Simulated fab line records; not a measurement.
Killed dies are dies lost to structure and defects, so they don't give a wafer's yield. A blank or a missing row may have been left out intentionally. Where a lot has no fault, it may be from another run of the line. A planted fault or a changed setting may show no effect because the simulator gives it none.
Which tool is to blame? / flow n5_finfet / 30 wafers from 10 lots sampled at 5 of the route's 1938 steps

WHAT EACH GAUGE READ, for each wafer
N5_BEOL_M15_INSPECT_12: inspects for defects (macro).
lot=L927; measured=day 13 08:03; on=defect_inspect-01; raw_defect_count=0 3 1
lot=L926; measured=day 13 11:23; on=defect_inspect-01; raw_defect_count=0 0 1
lot=L928; measured=day 13 13:22; on=defect_inspect-02; raw_defect_count=3 1 0
lot=L929; measured=day 14 05:51; on=defect_inspect-01; raw_defect_count=3 0 4
lot=L932; measured=day 14 16:23; on=defect_inspect-01; raw_defect_count=1 1 2
lot=L931; measured=day 14 19:27; on=defect_inspect-01; raw_defect_count=1 3 2
lot=L933; measured=day 14 19:52; on=defect_inspect-01; raw_defect_count=3 1 6
lot=L936; measured=day 16 02:34; on=defect_inspect-02; raw_defect_count=8 5 3
lot=L939; measured=day 16 13:12; on=defect_inspect-01; raw_defect_count=8 1 5
lot=L949; measured=day 19 22:41; on=defect_inspect-01; raw_defect_count=1 2 0

N5_BEOL_M15_CD_MEAS_17: target cd 360 nm.
lot=L927; measured=day 13 08:35; on=cd_sem-02; cd_nm (nm)=361.0 363.7 361.2
lot=L926; measured=day 13 11:55; on=cd_sem-01; cd_nm (nm)=361.5 359.6 359.3
lot=L928; measured=day 13 13:53; on=cd_sem-01; cd_nm (nm)=361.3 360.5 359.6
lot=L929; measured=day 14 06:28; on=cd_sem-01; cd_nm (nm)=359.6 360.7 362.1
lot=L932; measured=day 14 17:50; on=cd_sem-02; cd_nm (nm)=363.1 361.3 361.3
lot=L931; measured=day 14 20:10; on=cd_sem-02; cd_nm (nm)=356.9 359.3 359.3
lot=L933; measured=day 14 20:35; on=cd_sem-02; cd_nm (nm)=361.3 361.5 360.3
lot=L936; measured=day 16 03:06; on=cd_sem-01; cd_nm (nm)=362.4 360.7 361.7
lot=L939; measured=day 16 13:44; on=cd_sem-01; cd_nm (nm)=358.4 359.2 361.4
lot=L949; measured=day 19 23:13; on=cd_sem-01; cd_nm (nm)=361.0 358.6 361.8

WHICH TOOL RAN EACH LOT (tool, then ch and the chambers of the sampled wafers, then the start)
lot=L927; N5_BEOL_M14_ANNEAL_48=rtp_anneal-02 ch 0, day 13 06:40; N5_BEOL_M14_CMP_49=cmp-02 ch 0,2,3, day 13 07:04; N5_BEOL_M15_ILD_DEP_00=pecvd-02 ch 0,1,2, day 13 07:26
lot=L926; N5_BEOL_M14_ANNEAL_48=rtp_anneal-01 ch 0, day 13 09:53; N5_BEOL_M14_CMP_49=cmp-02 ch 0,1,3, day 13 10:13; N5_BEOL_M15_ILD_DEP_00=pecvd-03 ch 0,1, day 13 10:40
lot=L928; N5_BEOL_M14_ANNEAL_48=rtp_anneal-01 ch 0, day 13 12:01; N5_BEOL_M14_CMP_49=cmp-03 ch 0,1,2, day 13 12:18; N5_BEOL_M15_ILD_DEP_00=pecvd-02 ch 0,2, day 13 12:45
lot=L929; N5_BEOL_M14_ANNEAL_48=rtp_anneal-01 ch 0, day 14 04:20; N5_BEOL_M14_CMP_49=cmp-03 ch 0,3, day 14 04:38; N5_BEOL_M15_ILD_DEP_00=pecvd-03 ch 1,2, day 14 05:07
lot=L932; N5_BEOL_M14_ANNEAL_48=rtp_anneal-02 ch 0, day 14 14:52; N5_BEOL_M14_CMP_49=cmp-03 ch 0,3, day 14 15:10; N5_BEOL_M15_ILD_DEP_00=pecvd-04 ch 0,1,2, day 14 15:39
lot=L931; N5_BEOL_M14_ANNEAL_48=rtp_anneal-01 ch 0, day 14 17:56; N5_BEOL_M14_CMP_49=cmp-03 ch 0,1,2, day 14 18:16; N5_BEOL_M15_ILD_DEP_00=pecvd-04 ch 0,1,2, day 14 18:43
lot=L933; N5_BEOL_M14_ANNEAL_48=rtp_anneal-02 ch 0, day 14 18:29; N5_BEOL_M14_CMP_49=cmp-02 ch 1,2,3, day 14 18:46; N5_BEOL_M15_ILD_DEP_00=pecvd-03 ch 0,1,2, day 14 19:15
lot=L936; N5_BEOL_M14_ANNEAL_48=rtp_anneal-01 ch 0, day 16 01:03; N5_BEOL_M14_CMP_49=cmp-02 ch 0,1,2, day 16 01:23; N5_BEOL_M15_ILD_DEP_00=pecvd-03 ch 0,1,2, day 16 01:50
lot=L939; N5_BEOL_M14_ANNEAL_48=rtp_anneal-02 ch 0, day 16 11:47; N5_BEOL_M14_CMP_49=cmp-01 ch 0,3, day 16 12:00; N5_BEOL_M15_ILD_DEP_00=pecvd-03 ch 0,2, day 16 12:35
lot=L949; N5_BEOL_M14_ANNEAL_48=rtp_anneal-02 ch 0, day 19 21:16; N5_BEOL_M14_CMP_49=cmp-02 ch 2,3, day 19 21:34; N5_BEOL_M15_ILD_DEP_00=pecvd-03 ch 0,1,2, day 19 22:04
- N5_BEOL_M14_ANNEAL_48: time 90 s.
- N5_BEOL_M14_CMP_49: polishes, stops on SiO2, t overpolish 5.2 s, target thk 560 nm.
- N5_BEOL_M15_ILD_DEP_00: deposits SiO2 from TEOS/O2, target thk 1629.3 nm, time 346.1 s.

WHAT THE TOOLS THEMSELVES READ (means of the sampled wafers that have a number; where no wafer has one, the mark that the record gives instead)
N5_BEOL_M14_ANNEAL_48.
lot=L927 tool=rtp_anneal-02 wafer_temp_C_max=225.81
lot=L926 tool=rtp_anneal-01 wafer_temp_C_max=225.92
lot=L928 tool=rtp_anneal-01 wafer_temp_C_max=225.90
lot=L929 tool=rtp_anneal-01 wafer_temp_C_max=225.93
lot=L932 tool=rtp_anneal-02 wafer_temp_C_max=225.95
lot=L931 tool=rtp_anneal-01 wafer_temp_C_max=226.03
lot=L933 tool=rtp_anneal-02 wafer_temp_C_max=225.73
lot=L936 tool=rtp_anneal-01 wafer_temp_C_max=225.68
lot=L939 tool=rtp_anneal-02 wafer_temp_C_max=225.81
lot=L949 tool=rtp_anneal-02 wafer_temp_C_max=225.99

N5_BEOL_M14_CMP_49.
lot=L927; tool=cmp-02; barrier_field_endpoint_s (s)=11.32; motor_current_A (A)=8.0; overpolish_run_s (s)=5.190; platen_rpm (rpm)=80.01; time_to_endpoint_s (s)=123
lot=L926; tool=cmp-02; barrier_field_endpoint_s (s)=11.12; motor_current_A (A)=7.7; overpolish_run_s (s)=5.206; platen_rpm (rpm)=80.01; time_to_endpoint_s (s)=120
lot=L928; tool=cmp-03; barrier_field_endpoint_s (s)=11.73; motor_current_A (A)=8.2; overpolish_run_s (s)=5.203; platen_rpm (rpm)=80.00; time_to_endpoint_s (s)=128
lot=L929; tool=cmp-03; barrier_field_endpoint_s (s)=11.23; motor_current_A (A)=8.4; overpolish_run_s (s)=5.195; platen_rpm (rpm)=79.99; time_to_endpoint_s (s)=127
lot=L932; tool=cmp-03; barrier_field_endpoint_s (s)=11.13; motor_current_A (A)=8.9; overpolish_run_s (s)=5.212; platen_rpm (rpm)=79.97; time_to_endpoint_s (s)=119
lot=L931; tool=cmp-03; barrier_field_endpoint_s (s)=11.67; motor_current_A (A)=8.0; overpolish_run_s (s)=5.210; platen_rpm (rpm)=80.00; time_to_endpoint_s (s)=127
lot=L933; tool=cmp-02; barrier_field_endpoint_s (s)=11.28; motor_current_A (A)=7.7; overpolish_run_s (s)=5.203; platen_rpm (rpm)=80.00; time_to_endpoint_s (s)=125
lot=L936; tool=cmp-02; barrier_field_endpoint_s (s)=11.39; motor_current_A (A)=7.8; overpolish_run_s (s)=5.206; platen_rpm (rpm)=80.00; time_to_endpoint_s (s)=124
lot=L939; tool=cmp-01; barrier_field_endpoint_s (s)=11.00; motor_current_A (A)=8.7; overpolish_run_s (s)=5.199; platen_rpm (rpm)=80.03; time_to_endpoint_s (s)=120
lot=L949; tool=cmp-02; barrier_field_endpoint_s (s)=11.23; motor_current_A (A)=7.7; overpolish_run_s (s)=5.206; platen_rpm (rpm)=79.97; time_to_endpoint_s (s)=123

N5_BEOL_M15_ILD_DEP_00.
lot=L927; tool=pecvd-02; heater_power_w (W)=547; rf_fwd_power_W (W)=897.6; showerhead_plenum_p_Torr (Torr)=8.33; throttle_valve_pct (%)=18.7
lot=L926; tool=pecvd-03; heater_power_w (W)=618; rf_fwd_power_W (W)=897.3; showerhead_plenum_p_Torr (Torr)=8.31; throttle_valve_pct (%)=19.6
lot=L928; tool=pecvd-02; heater_power_w (W)=574; rf_fwd_power_W (W)=899.1; showerhead_plenum_p_Torr (Torr)=8.30; throttle_valve_pct (%)=18.5
lot=L929; tool=pecvd-03; heater_power_w (W)=552; rf_fwd_power_W (W)=898.2; showerhead_plenum_p_Torr (Torr)=8.30; throttle_valve_pct (%)=18.9
lot=L932; tool=pecvd-04; heater_power_w (W)=569; rf_fwd_power_W (W)=897.5; showerhead_plenum_p_Torr (Torr)=8.32; throttle_valve_pct (%)=18.0
lot=L931; tool=pecvd-04; heater_power_w (W)=609; rf_fwd_power_W (W)=898.3; showerhead_plenum_p_Torr (Torr)=8.32; throttle_valve_pct (%)=17.9
lot=L933; tool=pecvd-03; heater_power_w (W)=604; rf_fwd_power_W (W)=901.6; showerhead_plenum_p_Torr (Torr)=8.31; throttle_valve_pct (%)=18.8
lot=L936; tool=pecvd-03; heater_power_w (W)=573; rf_fwd_power_W (W)=898.4; showerhead_plenum_p_Torr (Torr)=8.29; throttle_valve_pct (%)=19.0
lot=L939; tool=pecvd-03; heater_power_w (W)=441; rf_fwd_power_W (W)=900.0; showerhead_plenum_p_Torr (Torr)=8.30; throttle_valve_pct (%)=18.5
lot=L949; tool=pecvd-03; heater_power_w (W)=516; rf_fwd_power_W (W)=899.8; showerhead_plenum_p_Torr (Torr)=8.31; throttle_valve_pct (%)=19.1

THE ANSWER, worked out from the rows above alone
Rule: what is usual is taken from the lots themselves. Put in order of their means at a reading, lots are off if they are a third of the lots or fewer, leave a main group of 4 or more, and stand apart from it by a gap of 3 or more times the standard deviation of the main group's means; of several such gaps the widest counts. If all means in a main group match to the digits the tables above print for the reading, that group is not used. Also off: a lot with no number at a reading for which 4 or more lots have one. Any other lot the step has rows for is counted as sound. After the gauges, taken in route order, come the tools' own readings; for these a lot's mean is taken, as printed above. The first step at which some lot is off is used, and at that step the reading that is off furthest; a lot without a number counts as furthest.
No lot is off at any reading shown: from this, nothing can be told.

WHAT WAS PUT IN BY THE SIMULATOR
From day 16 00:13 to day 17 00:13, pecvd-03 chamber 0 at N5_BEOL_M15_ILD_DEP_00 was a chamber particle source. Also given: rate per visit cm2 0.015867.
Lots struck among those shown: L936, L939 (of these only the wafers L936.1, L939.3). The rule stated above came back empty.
